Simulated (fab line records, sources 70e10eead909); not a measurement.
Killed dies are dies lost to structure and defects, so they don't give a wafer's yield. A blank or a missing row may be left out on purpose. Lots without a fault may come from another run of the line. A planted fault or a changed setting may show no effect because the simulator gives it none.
One fault seen from 2 desks | flow nand_harc | each desk has only its own numbers; what lay behind them comes last

THE TOOL OWNER'S DESK: cmp-01
The tool's own readings at NHARC_A_DECK1_JOINT_CMP_02 (polishes SiOx): means of the sampled wafers that have a number, for each lot that ran on this tool. A lot is out of limits, marked OUT, if its mean lies more than 4 standard deviations from the usual mean; the brackets give that distance.
Columns: A = motor_current_A at NHARC_A_DECK1_JOINT_CMP_02, usual 12.2 A; B = slurry_filter_dp_kPa at NHARC_A_DECK1_JOINT_CMP_02, usual 13.48 kPa
lot  | first seen here | A    | B
L158 | day 13 14:10    | 13.5 | 13.54
L163 | day 14 17:24    | 12.8 | 13.39
L166 | day 16 14:42    | 13.0 | 13.52
This desk's finding: nothing out of limits on any of the 3 lots.

THE DEFECT DESK
What the inspections along the route counted, lot by lot: means of the sampled wafers that have a number. A lot is out of limits, marked OUT, if its mean lies more than 4 standard deviations from the usual mean; the brackets give that distance.
Columns: A = raw_defect_count at NHARC_A_DECK1_JOINT_INSPECT_05, usual 314
lot  | first seen here | A
L156 | day 12 17:05    | 357
L157 | day 12 17:07    | 417
L158 | day 13 14:47    | 279
L163 | day 14 18:04    | 327
L166 | day 16 15:31    | 1145 (+7.6) OUT
L171 | day 19 03:31    | 291
L172 | day 19 03:41    | 310
L173 | day 19 16:27    | 294
L174 | day 20 10:41    | 178
L175 | day 20 10:46    | 465
L176 | day 21 06:35    | 248
L178 | day 21 19:59    | 301
This desk's finding: out of limits on L166; first on L166, day 16 15:31 (raw_defect_count at NHARC_A_DECK1_JOINT_INSPECT_05). In limits: L156, L157, L158, L163, L171, L172, L173, L174, L175, L176, L178.

PUT TOGETHER
The defect desk could have raised an alarm at day 16 15:31, on L166.
The tool owner's desk saw nothing out of limits.
The tool owner's desk has L166 on record, within its limits.
Of the lots named, all ran NHARC_A_DECK1_JOINT_CMP_02 on cmp-01.

WHAT THE SIMULATOR HAD PUT IN
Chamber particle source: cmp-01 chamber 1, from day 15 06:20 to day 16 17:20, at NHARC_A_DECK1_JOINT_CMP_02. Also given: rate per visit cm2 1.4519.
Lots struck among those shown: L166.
Hours from the fault's start to each desk's first reading out of limits: the defect desk, 33.
